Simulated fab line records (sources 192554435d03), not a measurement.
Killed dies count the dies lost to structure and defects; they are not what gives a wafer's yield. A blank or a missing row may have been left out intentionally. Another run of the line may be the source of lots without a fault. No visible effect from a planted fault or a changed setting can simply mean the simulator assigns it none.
fab line records	flow n5Finfet
record lots=9	wafers=25	lastDay=17
route steps=1938 shown SPACER0@258 SDB@368 DUMMY_REMOVAL@377 HKMG_FIN@386 BEOL_M4@1111 PASSIVATION@1936
lots untouched by any fault: they come from a run of this same line in which no faults occurred
startH: hours from the record's opening day to when the first of the lot's shown wafers began	waitH: hours elapsed since this lot's preceding step	" the same as in the row above	L1.1+2: a row that stands for several wafers	- no value, or no start was given	* or withheld: withheld	< > ~ a bound
route shown NAME@n: names a module that has steps shown in the file, with the first one's number in the route	usual: average and standard deviation across the fault-free wafers	same: alike in all rows	chamber/n: place in a boat	sites: readings site by site	_std_site: the standard deviation of these	_edge_site: outer sites' mean less inner sites'	radiusMm: for every site, how far away it sits from the centre of the wafer	mask NAME#n: copy n	behind: tool/chamber where the wafer was last shaped	hold: cause of the lot's hold/its duration in hours/its outcome	device: the n, p or np transistor that did not switch	end of line: tests run on the same wafers once the route is complete	a step with no rows: only its recipe	killed: dies that structure and defects cost at the first sort, which is not the same as the wafer's yield	map: a wafer's dies, marking killed ones x, the rest . and places with no die _
set.NAME: the setting that was run; set.NAME@STEP: the one run at that earlier step	model.NAME: the simulator's own value behind a step, which no gauge read
a sample of lots followed through the steps of the route, with each step as a table and each wafer as a row
services: when a tool's chamber went out of use (startH, in hours from the record's first day, below 0 if earlier), for how many hours, and the reason
## steps
# step N5_SPACER0_ALD_07
# recipe material=SiNx	targetThkA=20	tempC=400	aldPrecursorFamily=SiH2I2	aldCoReactant=N2/H2-plasma	pressureTorr=2
# usual heaterPowerW=799/69
lot.wafer	tool	chamber	startH	waitH	heaterPowerW	sinceWetCleanH
L160.2	aldSin-04	3	66.83	0.0	724	59
L160.3	"	2	"	"	881	59
L160.6	"	0	"	"	799	-
L163.1	aldSin-01	2	83.55	0.0	774	181
L163.2	"	1	"	"	762	181
L163.6	"	3	"	"	847	-
L166.4	aldSin-01	1	101.91	1.1	755	200
L166.5	"	1	"	"	759	-
L166.6	"	2	"	"	775	-
L171.1	aldSin-03	0	134.46	0.0	934	323
L171.5	"	3	"	"	764	-
L171.6	"	0	"	"	935	-
L175.2	aldSin-03	1	155.78	0.6	807	344
L175.3	"	3	"	"	795	344
L175.4	"	0	"	"	958	344
L176.3	aldSin-03	3	160.01	0.4	763	349
L176.4	"	0	"	"	954	349
L176.5	"	0	"	"	932	-
L178.4	aldSin-04	3	172.73	0.4	704	-
L178.6	"	0	"	"	809	-
L179.3	aldSin-01	1	180.15	0.0	789	278
L179.6	"	1	"	"	756	-
L180.1	aldSin-04	0	187.13	0.9	821	179
L180.3	"	2	"	"	889	179
L180.4	"	3	"	"	721	179
# step N5_SDB_ETCH_25
# recipe chemistry=C4F6/O2	target=SiO2	targetDepthA=100	timeS=3.3	ionEnergyEv=250	maskMaterial=SiNx	pressureMtorr=30	sourceW=345	biasW=185	Ar_flow_sccm=300	C4F6_flow_sccm=10	O2_flow_sccm=10
# usual drypumpMotorCurrentA=5.7/0.44	oes_ar_750_au=0.83/0.071	oes_f_703_au=0.84/0.07	oesProductAu=0.84/0.078	rfVppV=669/13	showerheadPlenumPTorr=2.89/0.095	throttleValvePct=20.97/0.26
# same timeS=3.3
lot.wafer	tool	chamber	startH	waitH	drypumpMotorCurrentA	oes_ar_750_au	oes_f_703_au	oesProductAu	rfHoursCounterH	rfVppV	showerheadPlenumPTorr	throttleValvePct
L160.2	rieDiel-03	2	86.26	0.8	5.5	0.99	1.02	1.01	2	649	3.02	21.26
L160.3	"	1	"	"	5.7	0.69	0.72	0.68	246	637	2.67	21.26
L160.6	"	2	"	"	5.5	0.99	1.02	0.99	-	647	3.02	21.24
L163.1	rieDiel-02	2	103.21	0.1	5.6	0.70	0.71	0.70	221	668	2.81	21.25
L163.2	"	3	"	"	4.9	0.84	0.85	0.85	59	658	2.90	20.83
L163.6	"	1	"	"	5.7	0.70	0.69	0.70	-	679	2.92	21.11
L166.4	rieDiel-06	0	119.32	0.1	6.1	0.86	0.85	0.89	-	685	3.00	20.62
L166.5	"	1	"	"	6.1	0.82	0.84	0.80	-	661	2.76	21.07
L166.6	"	2	"	"	5.1	0.91	0.92	0.91	-	665	2.91	20.73
L171.1	rieDiel-06	2	153.67	0.9	5.2	0.87	0.88	0.88	26	665	2.91	20.77
L171.5	"	0	"	"	6.2	0.84	0.84	0.85	-	683	2.99	20.63
L171.6	"	1	"	"	6.1	0.81	0.83	0.79	-	664	2.75	21.09
L175.2	rieDiel-02	3	174.12	0.0	4.9	0.83	0.83	0.82	82	657	2.89	20.85
L175.3	"	2	"	"	5.6	0.68	0.69	0.67	245	669	2.80	21.28
L175.4	"	0	"	"	6.5	0.92	0.92	0.94	22	661	2.81	21.46
L176.3	rieDiel-02	3	178.16	0.0	4.9	0.81	0.82	0.81	83	658	2.89	20.85
L176.4	"	1	"	"	5.7	0.68	0.67	0.67	-	679	2.91	21.15
L176.5	"	3	"	"	4.9	0.82	0.82	0.82	-	658	2.89	20.86
L178.4	rieDiel-06	3	194.11	0.0	5.8	0.84	0.85	0.85	78	668	3.00	20.99
L178.6	"	0	"	"	6.2	0.82	0.81	0.84	-	682	2.99	20.65
L179.3	rieDiel-02	0	198.89	0.2	6.5	0.91	0.90	0.91	33	660	2.80	21.46
L179.6	"	3	"	"	4.9	0.81	0.81	0.81	-	657	2.88	20.86
L180.1	rieDiel-06	3	206.61	0.0	5.8	0.83	0.85	0.84	82	667	2.99	20.99
L180.3	"	1	"	"	6.1	0.78	0.81	0.76	114	663	2.74	21.10
L180.4	"	2	"	"	5.1	0.85	0.86	0.85	43	666	2.90	20.78
# step N5_SDB_THK_MEAS_31
# recipe reads=a-Si_of_DUMMY_GATE_CVD_03
# usual SDB_THK=64.4/0.98
lot.wafer	tool	chamber	startH	waitH	SDB_THK[nm]
L160.2	filmMetro-01	-	89.55	-	64.5
L160.3	"	-	"	"	64.5
L160.6	"	-	"	"	65.6
L163.1	filmMetro-01	-	106.50	-	64.4
L163.2	"	-	"	"	64.2
L163.6	"	-	"	"	64.0
L166.4	filmMetro-01	-	122.58	-	63.2
L166.5	"	-	"	"	63.5
L166.6	"	-	"	"	64.5
L171.1	filmMetro-02	-	156.96	-	63.4
L171.5	"	-	"	"	64.5
L171.6	"	-	"	"	66.1
L175.2	filmMetro-02	-	177.42	-	64.7
L175.3	"	-	"	"	65.1
L175.4	"	-	"	"	65.3
L176.3	filmMetro-02	-	181.46	-	64.5
L176.4	"	-	"	"	65.4
L176.5	"	-	"	"	64.1
L178.4	filmMetro-02	-	197.41	-	64.2
L178.6	"	-	"	"	62.0
L179.3	filmMetro-02	-	202.19	-	64.2
L179.6	"	-	"	"	63.8
L180.1	filmMetro-02	-	210.08	-	64.3
L180.3	"	-	"	"	65.4
L180.4	"	-	"	"	66.0
# step N5_DUMMY_REMOVAL_HM_STRIP_01
# recipe chemistry=CH3F/O2	material=SiNx	targetDepthA=40	stopOn=poly-Si	timeS=6.8	overEtchFrac=0.3	ionEnergyEv=60	powerW=410	biasW=29	Ar_flow_sccm=150	CH3F_flow_sccm=30	O2_flow_sccm=20
# usual drypumpMotorCurrentA=5.8/0.5	oesProductAu=0.64/0.05	rfVppV=127.7/0.93	showerheadPlenumPTorr=2.02/0.057	throttleValvePct=16.32/0.26
# same overEtchFrac=0.3	timeS=6.8
lot.wafer	tool	chamber	startH	waitH	drypumpMotorCurrentA	oesProductAu	rfHoursCounterH	rfVppV	showerheadPlenumPTorr	throttleValvePct
L160.2	rieDiel-05	2	89.61	0.0	5.2	0.61	145	126.4	2.01	16.14
L160.3	"	3	"	"	6.3	0.69	70	128.3	2.03	16.63
L160.6	"	2	"	"	5.2	0.62	-	128.0	2.00	16.15
L163.1	rieDiel-04	1	106.73	0.2	5.6	0.65	91	126.7	2.03	16.28
L163.2	"	2	"	"	6.5	0.63	113	128.5	1.95	16.70
L163.6	"	2	"	"	6.5	0.63	-	125.7	1.95	16.72
L166.4	rieDiel-05	3	122.66	0.0	6.3	0.67	-	129.4	2.03	16.66
L166.5	"	2	"	"	5.1	0.61	-	127.9	2.00	16.17
L166.6	"	1	"	"	5.8	0.62	-	126.2	1.92	16.53
L171.1	rieDiel-01	2	157.02	0.0	5.4	0.76	9	127.7	1.97	16.26
L171.5	"	1	"	"	5.5	0.69	-	127.1	2.02	15.85
L171.6	"	0	"	"	6.7	0.70	-	127.9	2.11	16.18
L175.2	rieDiel-05	0	177.48	0.0	5.7	0.64	101	129.0	2.10	16.04
L175.3	"	3	"	"	6.3	0.45	97	126.9	2.03	16.67
L175.4	"	1	"	"	5.8	0.61	151	124.7	1.92	16.54
L176.3	rieDiel-04	0	181.53	0.1	6.5	0.39	230	127.6	2.05	16.49
L176.4	"	3	"	"	5.4	0.56	243	127.8	2.05	16.30
L176.5	"	3	"	"	5.4	0.56	-	127.1	2.05	16.31
L178.4	rieDiel-01	1	197.46	0.0	5.5	0.69	75	128.5	2.02	15.87
L178.6	"	2	"	"	5.4	0.75	-	126.8	1.97	16.28
L179.3	rieDiel-05	1	202.25	0.0	5.8	0.60	159	127.9	1.91	16.57
L179.6	"	3	"	"	6.3	0.64	-	128.3	2.02	16.70
L180.1	rieDiel-05	1	210.14	0.0	5.8	0.60	161	127.7	1.91	16.57
L180.3	"	3	"	"	6.3	0.65	106	126.9	2.02	16.69
L180.4	"	2	"	"	5.2	0.59	180	126.4	1.99	16.21
# step N5_HKMG_FIN_HK_ALD_01
# recipe material=HfO2	targetThkA=16	tempC=withheld	aldPrecursorFamily=HfCl4	aldCoReactant=H2O	pulseTimeS=3	purgeTimeS=3	coReactantPurgeTimeS=2.5	coReactantPulseTimeS=0.3	aldCycles=30
# usual precursorPulseHeightRel=1.000/0.019
lot.wafer	tool	chamber	startH	waitH	precursorPulseHeightRel	sinceWetCleanH
L160.2	aldHk-01	2	90.17	0.0	0.986	60
L160.3	"	3	"	"	1.016	60
L160.6	"	0	"	"	0.996	-
L163.1	aldHk-03	1	107.29	0.0	1.004	1883
L163.2	"	0	"	"	1.021	1883
L163.6	"	0	"	"	0.963	-
L166.4	aldHk-01	3	123.19	0.0	0.996	93
L166.5	"	0	"	"	1.020	-
L166.6	"	1	"	"	1.002	-
L171.1	aldHk-01	3	157.57	0.0	1.027	128
L171.5	"	0	"	"	1.002	-
L171.6	"	3	"	"	0.991	-
L175.2	aldHk-03	3	178.03	0.0	1.029	1954
L175.3	"	1	"	"	0.990	1954
L175.4	"	0	"	"	1.015	1954
L176.3	aldHk-02	2	182.09	0.0	1.003	1062
L176.4	"	0	"	"	1.022	1062
L176.5	"	0	"	"	1.025	-
L178.4	aldHk-03	1	198.02	0.0	0.997	1974
L178.6	"	1	"	"	1.019	-
L179.3	aldHk-02	1	202.93	0.0	1.006	1083
L179.6	"	0	"	"	1.003	-
L180.1	aldHk-01	1	210.70	0.0	1.001	181
L180.3	"	2	"	"	0.968	181
L180.4	"	3	"	"	0.982	181
# step N5_BEOL_M4_RC_MEAS_101
# usual DIBL_N=36.3/1.6	DIBL_P=36.2/2	IOFF_N=0.160/0.028	IOFF_N_85C=3.1/0.46	IOFF_N_LIN=0.074/0.011	IOFF_P=0.21/0.036	IOFF_P_85C=3.7/0.51	IOFF_P_LIN=0.101/0.013	ION_N=677/11	ION_P=465/6.9	REXT_N=75.2/1.6	REXT_P=99.4/2	SS_N=71.5/0.55	SS_P=73.3/0.64	VT_N=250/3	VT_N_LVT=97.8/2.9	VT_P=-250/3.5	VT_P_LVT=-98.7/2.9
lot.wafer	tool	chamber	startH	waitH	DIBL_N[mV/V]	DIBL_P[mV/V]	IOFF_N[nA/um]	IOFF_N_85C[nA/um]	IOFF_N_LIN[nA/um]	IOFF_P[nA/um]	IOFF_P_85C[nA/um]	IOFF_P_LIN[nA/um]	ION_N[uA/um]	ION_P[uA/um]	REXT_N[ohm.um]	REXT_P[ohm.um]	SS_N[mV/dec]	SS_P[mV/dec]	VT_N[mV]	VT_N_LVT[mV]	VT_P[mV]	VT_P_LVT[mV]
L160.2	prober-01	0	193.52	0.2	37.0	35.5	0.146	3.0	0.072	0.23	3.9	0.112	678	464	75.7	99.8	71.7	72.9	249	99.1	-247	-96.0
L160.3	"	0	"	"	38.2	37.4	0.175	3.4	0.082	0.26	4.3	0.123	678	474	74.7	99.5	71.3	73.4	247	96.7	-245	-93.8
L160.6	"	0	"	"	39.1	37.2	0.185	3.6	0.084	0.27	4.5	0.125	683	467	74.3	99.0	72.3	73.3	247	97.1	-243	-94.2
L163.1	prober-01	0	204.48	0.0	37.1	36.7	0.159	3.1	0.073	0.21	3.6	0.099	679	467	75.9	99.6	72.0	73.0	250	99.4	-252	-97.9
L163.2	"	0	"	"	37.2	35.5	0.166	3.3	0.073	0.20	3.5	0.094	671	459	74.7	98.0	72.2	72.8	247	98.3	-250	-98.3
L163.6	"	0	"	"	36.6	35.7	0.150	3.0	0.072	0.19	3.4	0.093	683	461	74.6	99.0	71.2	72.2	249	98.2	-250	-99.0
L166.4	prober-01	0	231.14	0.5	37.8	38.9	0.187	3.6	0.086	0.29	4.7	0.129	684	478	73.7	98.3	71.4	73.6	246	98.3	-243	-95.1
L166.5	"	0	"	"	38.0	39.1	0.190	3.6	0.087	0.29	4.8	0.131	688	479	73.4	97.2	72.1	73.4	248	98.7	-243	-95.0
L166.6	"	0	"	"	37.6	38.2	0.177	3.4	0.082	0.27	4.4	0.122	673	469	73.2	99.1	71.1	73.6	248	98.9	-244	-95.8
L171.1	prober-01	0	245.65	0.0	37.1	37.1	0.172	3.3	0.077	0.22	3.7	0.101	685	467	74.8	95.5	71.9	73.7	251	97.5	-254	-98.7
L171.5	"	0	"	"	36.4	36.7	0.171	3.3	0.076	0.21	3.5	0.098	678	462	74.1	97.5	72.1	73.8	249	96.0	-251	-98.8
L171.6	"	0	"	"	37.3	37.1	0.188	3.5	0.082	0.21	3.6	0.098	676	463	74.3	97.4	71.7	73.6	249	94.4	-252	-99.3
L175.2	prober-01	0	280.61	0.2	37.2	37.2	0.156	3.1	0.073	0.20	3.5	0.096	675	459	76.2	101.0	71.4	73.1	252	96.8	-251	-98.6
L175.3	"	0	"	"	44.6	43.9	0.324	5.7	0.122	0.42	6.4	0.174	715	494	66.8	90.0	73.2	74.9	241	87.5	-237	-85.3
L175.4	"	0	"	"	34.9	35.5	0.133	2.7	0.063	0.18	3.1	0.088	673	463	74.9	101.4	71.2	72.8	252	100.2	-251	-99.4
L176.3	prober-02	0	280.67	0.3	44.1	41.4	0.331	5.7	0.127	0.48	7.3	0.204	715	494	68.5	88.1	72.9	74.0	238	85.9	-234	-82.4
L176.4	"	0	"	"	38.5	38.1	0.206	3.9	0.092	0.27	4.5	0.124	692	471	79.8	101.0	72.0	74.1	245	93.6	-246	-95.4
L176.5	"	0	"	"	37.5	35.7	0.178	3.4	0.082	0.23	3.8	0.109	697	476	77.8	100.8	71.6	73.1	249	95.4	-250	-95.1
L178.4	prober-02	0	300.57	0.5	34.3	34.8	0.135	2.7	0.067	0.20	3.5	0.098	665	463	78.4	97.2	71.1	73.0	251	97.9	-249	-97.4
L178.6	"	0	"	"	34.5	34.4	0.128	2.6	0.063	0.18	3.3	0.091	665	462	77.3	98.1	70.9	73.1	253	100.1	-252	-98.6
L179.3	prober-01	0	306.05	0.3	36.7	35.4	0.172	3.4	0.080	0.21	3.7	0.100	682	463	74.2	97.9	71.5	73.3	247	94.0	-250	-97.0
L179.6	"	0	"	"	35.5	34.4	0.151	3.0	0.072	0.20	3.5	0.095	684	465	73.7	96.0	71.0	73.7	246	95.7	-248	-97.2
L180.1	prober-02	0	309.49	0.0	36.5	36.4	0.155	3.0	0.070	0.19	3.3	0.091	671	453	73.8	101.4	72.0	73.5	250	96.2	-254	-98.1
L180.3	"	0	"	"	35.6	35.2	0.144	2.9	0.068	0.16	2.9	0.082	678	456	72.8	104.3	71.4	73.4	251	95.4	-257	-101.1
L180.4	"	0	"	"	36.0	35.8	0.139	2.8	0.066	0.17	3.0	0.085	670	452	73.9	102.0	71.6	73.5	249	98.2	-253	-99.7
# step N5_PASSIVATION_PROBE_49
# usual defectLimitedYield=91.2/1.5	killed_at_M0_to_M3=36/10	killed_at_M4_up=13/6	killedAtContacts=11/5.2	killedAtFrontEnd=40/11	killedAtOther=3.1/2.9	killedDies=104/17	killedOpen=66/12	killedShort=34/7.7	sort_bin_4_leakage=0/0	sort_bin_5_function=5.1/0.91	sort_bin_6_memory=3.2/0.67	sortNPass=1076/17	sortYieldPct=91.2/1.5
# same grossDies=1180	killedAtBackSide=0	sort_bin_8_speed[%]=0
lot.wafer	tool	chamber	startH	waitH	defectLimitedYield[%]	killed_at_M0_to_M3	killed_at_M4_up	killedAtContacts	killedAtFrontEnd	killedAtOther	killedDies	killedOpen	killedShort	sort_bin_4_leakage[%]	sort_bin_5_function[%]	sort_bin_6_memory[%]	sortNPass	sortYieldPct[%]
L166.4	prober-02	-	348.82	0.2	90.7	41	8	8	52	1	110	63	46	0	6.0	2.9	1070	90.7
L166.5	prober-02	-	348.87	0.2	91.0	34	15	16	35	6	106	61	33	0	4.9	3.3	1074	91.0
L166.6	prober-02	-	348.92	0.3	91.4	45	18	9	25	5	102	73	28	0	5.0	3.4	1078	91.4
L171.1	prober-02	-	355.48	0.0	93.5	26	11	8	32	0	77	53	21	0	4.2	1.9	1103	93.5
L171.5	prober-02	-	355.68	0.2	92.4	34	12	10	34	0	90	60	29	0	4.7	2.6	1090	92.4
L171.6	prober-02	-	355.73	0.3	90.5	37	14	15	46	0	112	71	41	0	5.8	3.6	1068	90.5
L175.2	prober-01	-	388.72	0.1	91.4	37	6	7	47	4	101	59	40	0	4.6	3.6	1079	91.4
L175.3	prober-01	-	388.77	0.1	90.4	43	12	17	41	0	113	73	36	2.29	5.1	3.8	1040	88.1
L175.4	prober-01	-	388.82	0.2	93.2	28	8	10	33	1	80	51	26	0	3.9	2.7	1100	93.2
L176.3	prober-02	-	389.76	0.1	90.0	36	19	17	43	3	118	79	30	4.32	5.3	3.9	1011	85.7
L176.4	prober-02	-	389.81	0.2	90.0	34	22	9	53	0	118	79	36	0	6.8	3.1	1062	90.0
L176.5	prober-02	-	389.86	0.2	90.4	28	19	12	52	2	113	67	40	0	5.2	3.6	1067	90.4
L178.4	prober-02	-	403.17	0.2	90.8	33	33	7	36	0	109	77	31	0	5.1	4.1	1071	90.8
L178.6	prober-02	-	403.27	0.3	91.2	34	18	8	44	0	104	71	24	0	4.9	2.7	1076	91.2
L179.3	prober-02	-	417.38	0.1	93.0	26	14	2	39	2	83	48	34	0	3.9	2.8	1097	93.0
L179.6	prober-02	-	417.53	0.3	91.2	27	12	11	50	4	104	66	37	0	5.3	3.0	1076	91.2
# killed by level:class
L166.4 FIN_SAQP:geometricParticle:short=17 FIN_SAQP:geometricParticle:open=14 BEOL_M0_SAQP:geometricParticle:short=11 BEOL_M0_SAQP:geometricParticle:open=9 BEOL_M2:geometricParticle:open=8 MOL_CONTACT_COAG:geometricParticle:open=7 BEOL_M1:geometricParticle:open=7 STARTING-WAFER:geometricParticle:short=6
L166.5 MOL_CONTACT_COAG:geometricParticle:open=14 BEOL_M0_SAQP:geometricParticle:short=10 BEOL_M3:geometricParticle:open=8 FIN_SAQP:geometricParticle:short=7 BEOL_M1:geometricParticle:open=7 BEOL_M0_SAQP:geometricParticle:open=7 HKMG_FIN:areaEtch=7 FIN_SAQP:geometricParticle:open=4
L166.6 BEOL_M0_SAQP:geometricParticle:open=12 BEOL_M0_SAQP:geometricParticle:short=10 BEOL_M3:geometricParticle:open=10 BEOL_M4:geometricParticle:open=10 FIN_SAQP:geometricParticle:open=7 MOL_CONTACT_COAG:geometricParticle:open=6 STI_FIN_REVEAL:geometricParticle:open=5 BEOL_M1:geometricParticle:open=4
L171.1 STARTING-WAFER:geometricParticle:short=8 FIN_SAQP:geometricParticle:open=7 MOL_CONTACT_COAG:geometricParticle:open=7 STI_FIN_REVEAL:geometricParticle:open=5 BEOL_M0_SAQP:geometricParticle:open=5 BEOL_M4:geometricParticle:open=5 BEOL_M2:geometricParticle:open=4 BEOL_M3:geometricParticle:open=4
L171.5 BEOL_M0_SAQP:geometricParticle:open=10 FIN_SAQP:geometricParticle:open=9 MOL_CONTACT_COAG:geometricParticle:open=9 FIN_SAQP:geometricParticle:short=8 BEOL_M2:geometricParticle:short=6 BEOL_M4:geometricParticle:open=6 BEOL_M0_SAQP:geometricParticle:short=5 BEOL_M0:geometricParticle:open=5
L171.6 STI_FIN_REVEAL:geometricParticle:open=11 FIN_SAQP:geometricParticle:short=10 MOL_CONTACT_COAG:geometricParticle:open=9 BEOL_M2:geometricParticle:open=8 DUMMY_GATE:geometricParticle:open=7 BEOL_M1:geometricParticle:open=7 BEOL_M0_SAQP:geometricParticle:open=6 MOL_CONTACT_COAG:geometricParticle:short=6
L175.2 FIN_SAQP:geometricParticle:open=12 FIN_SAQP:geometricParticle:short=11 BEOL_M0_SAQP:geometricParticle:short=10 BEOL_M0_SAQP:geometricParticle:open=9 BEOL_M3:geometricParticle:open=8 STARTING-WAFER:geometricParticle:short=8 DUMMY_GATE:geometricParticle:open=7 MOL_CONTACT_COAG:geometricParticle:open=6
L175.3 FIN_SAQP:geometricParticle:open=14 MOL_CONTACT_COAG:geometricParticle:open=13 BEOL_M0_SAQP:geometricParticle:short=11 FIN_SAQP:geometricParticle:short=10 BEOL_M0_SAQP:geometricParticle:open=9 BEOL_M2:geometricParticle:open=9 BEOL_M4:geometricParticle:open=6 DUMMY_GATE:geometricParticle:open=5
L175.4 FIN_SAQP:geometricParticle:open=12 FIN_SAQP:geometricParticle:short=12 MOL_CONTACT_COAG:geometricParticle:open=7 BEOL_M3:geometricParticle:open=7 BEOL_M2:geometricParticle:open=5 BEOL_M0_SAQP:geometricParticle:open=4 BEOL_M0_SAQP:geometricParticle:short=3 BEOL_M1:geometricParticle:open=3
L176.3 MOL_CONTACT_COAG:geometricParticle:open=12 FIN_SAQP:geometricParticle:open=10 BEOL_M4:geometricParticle:open=10 BEOL_M3:geometricParticle:open=8 BEOL_M0_SAQP:geometricParticle:open=6 HKMG_FIN:areaEtch=6 ILD0:geometricParticle:open=5 MOL_CONTACT_COAG:geometricParticle:short=5
L176.4 FIN_SAQP:geometricParticle:open=13 BEOL_M2:geometricParticle:open=9 FIN_SAQP:geometricParticle:short=6 DUMMY_GATE:geometricParticle:open=6 ILD0:geometricParticle:open=6 MOL_CONTACT_COAG:geometricParticle:open=6 BEOL_M0_SAQP:geometricParticle:short=6 BEOL_M3:geometricParticle:open=6
L176.5 ILD0:geometricParticle:short=11 MOL_CONTACT_COAG:geometricParticle:open=11 FIN_SAQP:geometricParticle:open=9 FIN_SAQP:geometricParticle:short=9 BEOL_M4:geometricParticle:open=8 BEOL_M3:geometricParticle:open=8 BEOL_M1:geometricParticle:open=5 BEOL_M2:geometricParticle:open=5
L178.4 BEOL_M4:geometricParticle:open=21 BEOL_M0_SAQP:geometricParticle:open=9 FIN_SAQP:geometricParticle:open=8 GATE_CUT:geometricParticle:short=6 BEOL_M1:geometricParticle:open=6 STI_FIN_REVEAL:geometricParticle:open=5 MOL_CONTACT_COAG:geometricParticle:open=5 BEOL_M2:geometricParticle:open=5
L178.6 FIN_SAQP:geometricParticle:open=14 BEOL_M3:geometricParticle:open=11 BEOL_M4:geometricParticle:open=10 HKMG_FIN:areaEtch=9 MOL_CONTACT_COAG:geometricParticle:open=8 BEOL_M0_SAQP:geometricParticle:open=8 FIN_SAQP:geometricParticle:short=7 BEOL_M0_SAQP:geometricParticle:short=6
L179.3 FIN_SAQP:geometricParticle:open=10 BEOL_M3:geometricParticle:open=8 FIN_SAQP:geometricParticle:short=7 BEOL_M0_SAQP:geometricParticle:open=7 BEOL_M4:geometricParticle:open=6 GATE_CUT:geometricParticle:short=5 BEOL_M0_SAQP:geometricParticle:short=5 SPACER0:geometricParticle:short=3
L179.6 FIN_SAQP:geometricParticle:short=16 FIN_SAQP:geometricParticle:open=14 BEOL_M3:geometricParticle:open=10 MOL_CONTACT_COAG:geometricParticle:open=9 STI_FIN_REVEAL:geometricParticle:open=7 BEOL_M0_SAQP:geometricParticle:open=7 BEOL_M4:geometricParticle:open=5 STARTING-WAFER:geometricParticle:open=3
## services
tool	chamber	startH	hours	kind
rieDiel-06	2	52.54	19.3	repair
aldHk-02	-	54.88	1.8	repair
aldSin-03	2	59.88	12.8	repair
aldSin-03	0	67.24	7.2	repair
rieDiel-02	-	84.41	2.8	pm
aldSin-03	0	86.06	2.7	repair
rieDiel-06	1	86.68	6.4	repair
rieDiel-06	3	86.70	63.1	repair
rieDiel-06	2	88.79	6.8	repair
rieDiel-06	-	92.52	4.2	repair
aldSin-03	1	94.71	3.5	repair
rieDiel-05	1	95.99	7.9	repair
rieDiel-01	3	108.65	45.3	repair
aldHk-02	-	114.45	4.3	pm
aldSin-04	-	117.96	2.8	pm
rieDiel-05	0	121.56	1.7	repair
aldSin-01	-	155.04	6.0	pm
aldSin-03	-	176.90	14.0	pm
rieDiel-02	2	177.14	9.3	repair
rieDiel-02	1	178.63	14.1	repair
aldSin-01	0	198.51	5.1	repair
aldSin-03	-	201.27	2.8	pm
aldSin-01	-	204.82	0.7	repair
aldHk-01	-	206.10	1.3	repair
## key
firstSign step=N5_DUMMY_REMOVAL_HM_STRIP_01	reading=oesProductAu	direction=down	sigmas=4.4	usual=0.64	struck=0.42
effect step=N5_BEOL_M4_RC_MEAS_101	reading=IOFF_P	direction=up	sigmas=6.8	usual=0.21	struck=0.45
effect step=N5_BEOL_M4_RC_MEAS_101	reading=IOFF_P_LIN	direction=up	sigmas=6.7	usual=0.101	struck=0.189
effect step=N5_BEOL_M4_RC_MEAS_101	reading=IOFF_P_85C	direction=up	sigmas=6.3	usual=3.7	struck=6.9
effect step=N5_BEOL_M4_RC_MEAS_101	reading=IOFF_N	direction=up	sigmas=5.9	usual=0.160	struck=0.328
effect step=N5_BEOL_M4_RC_MEAS_101	reading=IOFF_N_85C	direction=up	sigmas=5.7	usual=3.1	struck=5.7
effect step=N5_BEOL_M4_RC_MEAS_101	reading=VT_P_LVT	direction=up	sigmas=5.1	usual=-98.7	struck=-83.9
effect step=N5_BEOL_M4_RC_MEAS_101	reading=REXT_P	direction=down	sigmas=5.1	usual=99.4	struck=89.1
effect step=N5_BEOL_M4_RC_MEAS_101	reading=DIBL_N	direction=up	sigmas=4.9	usual=36.3	struck=44.4
effect step=N5_BEOL_M4_RC_MEAS_101	reading=REXT_N	direction=down	sigmas=4.7	usual=75.2	struck=67.6
effect step=N5_BEOL_M4_RC_MEAS_101	reading=IOFF_N_LIN	direction=up	sigmas=4.6	usual=0.074	struck=0.124
effect step=N5_BEOL_M4_RC_MEAS_101	reading=VT_P	direction=up	sigmas=4.3	usual=-250	struck=-235
effect step=N5_BEOL_M4_RC_MEAS_101	reading=ION_P	direction=up	sigmas=4.2	usual=465	struck=494
effect step=N5_PASSIVATION_PROBE_49	reading=sort_bin_4_leakage	direction=up	sigmas=39	usual=0	struck=3.31
metAt N5_SPACER0_ALD_07
struckLots L175,L176
struckWafers L175.3,L176.3
notActingAt N5_SDB_ETCH_25,N5_SDB_THK_MEAS_31,N5_HKMG_FIN_HK_ALD_01
onsetBetween 134.46 155.78
fault kind=processParameterDrift	tool=aldSin-03	chamber=3	onsetH=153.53	steps=N5_SPACER0_ALD_07	channel=targetThkA	offset=*	shape=step	endH=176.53	actsIn=*	stated=*
